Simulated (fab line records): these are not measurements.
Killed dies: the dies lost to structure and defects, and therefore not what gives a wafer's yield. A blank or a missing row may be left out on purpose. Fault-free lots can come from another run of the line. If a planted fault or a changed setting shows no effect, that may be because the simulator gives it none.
Matching of chambers | flow n5 finfet | 4 sister chambers for N5_BEOL_M0_SAQP_ETCH_73 on rie diel-02
The step etches SiARC in CF4, target depth 19.5 nm, time 32.5 s. 4 wafers are shown with their chamber, then 10 later ones without.

WAFERS, EACH WITH ITS CHAMBER
wafer  | chamber | showerhead plenum p Torr (Torr)
L086.3 | 1       | 2.13
L086.5 | 3       | 2.25
L088.2 | 2       | 2.03
L088.4 | 0       | 2.11

WAFERS WITHOUT THEIR CHAMBER
wafer  | showerhead plenum p Torr (Torr)
L088.5 | 2.03
L089.1 | 2.03
L089.5 | 2.11
L089.6 | 2.13
L094.2 | 2.25
L094.4 | 2.03
L094.5 | 2.10
L095.3 | 2.10
L095.5 | 2.12
L095.6 | 2.03

CHAMBER TAKEN BY EACH
wafer  | from the rows above     | in truth
L088.5 | 2                       | 2
L089.1 | 2                       | 2
L089.5 | 0                       | 0
L089.6 | 1                       | 1
L094.2 | 3                       | 3
L094.4 | 2                       | 2
L094.5 | 0                       | 0
L095.3 | 0                       | 0
L095.5 | can't be placed: 1 or 0 | 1
L095.6 | 2                       | 2
Correct placement for 9 of the 10. Not placeable from these rows: 1 (in 1, the candidates include the true chamber). Number placed wrongly: 0.
How it was worked out, from the rows above alone: a wafer's distance from a chamber is the root of the sum, over the readings, of the square of ((its reading less the chamber's mean) divided by the reading's scatter). The wafer belongs to the nearest chamber; if the next one is less than 2 further off, it can't be placed. The mean given for a chamber averages the wafers shown for that chamber. The scatter: root of mean squared gap, hidden wafer to nearest shown wafer, with one shown wafer a chamber.
